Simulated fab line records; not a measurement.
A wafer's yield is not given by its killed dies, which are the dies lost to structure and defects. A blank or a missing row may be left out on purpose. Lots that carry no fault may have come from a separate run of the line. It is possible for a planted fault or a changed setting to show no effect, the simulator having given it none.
Which tool did it?    flow n5-finfet    11 lots with 33 wafers sampled at 3 steps, on a route of 1938 steps

== WHAT EACH GAUGE READ, for each wafer ==
N5_BEOL_M7_OVL_MEAS_29.
lot   measured      on          V6_OVL (nm)
L075  day 9 04:12   overlay-01  -2.3 -0.7 -1.6
L077  day 9 15:25   overlay-01  1.1 0.8 0.6
L080  day 10 09:08  overlay-02  -0.2 -0.1 0.2
L081  day 10 20:55  overlay-02  0.5 0.0 -0.7
L084  day 11 08:17  overlay-01  0.1 0.1 0.3
L085  day 11 16:36  overlay-02  0.4 0.0 -0.2
L087  day 12 17:41  overlay-02  -0.9 -1.1 -0.6
L090  day 12 20:01  overlay-02  -0.2 0.6 -0.3
L089  day 12 23:54  overlay-01  -1.1 -1.4 -0.3
L094  day 13 23:59  overlay-02  -1.4 -1.0 -1.3
L096  day 14 22:34  overlay-02  0.7 -0.1 -0.3

== WHICH TOOL RAN EACH LOT (tool, then ch and the chambers of the sampled wafers, then the start) ==
lot   N5_BEOL_M6_VIA_ETCH_34              N5_BEOL_M6_TRENCH_ETCH_37
L075  rie-diel-04 ch 0,2,3, day 8 20:04   rie-diel-04 ch 0,2,3, day 9 04:12 or earlier
L077  rie-diel-06 ch 0,1,3, day 9 08:32   rie-diel-06 ch 0,1,3, day 9 15:25 or earlier
L080  rie-diel-04 ch 1,2,3, day 10 01:46  rie-diel-04 ch 1,2,3, day 10 09:08 or earlier
L081  rie-diel-04 ch 0,1,3, day 10 12:13  rie-diel-04 ch 0,1,3, day 10 20:55 or earlier
L084  rie-diel-04 ch 1,2,3, day 10 21:11  rie-diel-04 ch 1,2,3, day 11 08:17 or earlier
L085  rie-diel-06 ch 0,1,3, day 11 08:36  rie-diel-06 ch 0,1,3, day 11 16:36 or earlier
L087  rie-diel-03 ch 1,2, day 12 08:18    rie-diel-03 ch 1,2, day 12 17:41 or earlier
L090  rie-diel-04 ch 0,1, day 12 13:47    rie-diel-04 ch 0,1, day 12 20:01 or earlier
L089  rie-diel-04 ch 0,3, day 12 18:24    rie-diel-04 ch 0,3, day 12 23:54 or earlier
L094  rie-diel-04 ch 1,2, day 13 13:48    rie-diel-04 ch 1,2, day 13 23:59 or earlier
L096  rie-diel-06 ch 0,2, day 14 10:11    rie-diel-06 ch 0,2, day 14 22:34 or earlier
- N5_BEOL_M6_VIA_ETCH_34: etches SiCOH lowk in C4F6/O2, target depth 126.3 nm, time 50.9 s.
- N5_BEOL_M6_TRENCH_ETCH_37: etches SiCOH lowk in C4F6/O2, target depth 94.435 nm, time 31.5 s.

== THE ANSWER, worked out from the rows above alone ==
Rule: what is usual is taken from the lots themselves. The widest of any qualifying gaps counts: lots, ordered by their means at a reading, are off when they make up no more than a third of the lots, leave a main group of 4 or more, and stand apart from it by 3 or more times the standard deviation of that group's means. A main group whose means are all the same, to the digits that the tables above print for the reading, isn't used. A lot without any number at a reading at which 4 lots or more have one is off too. Where the step has rows for the other lots, those lots are counted as sound.
None of the lots is off at any reading shown; this tells nothing.

== WHAT THE SIMULATOR PUT IN ==
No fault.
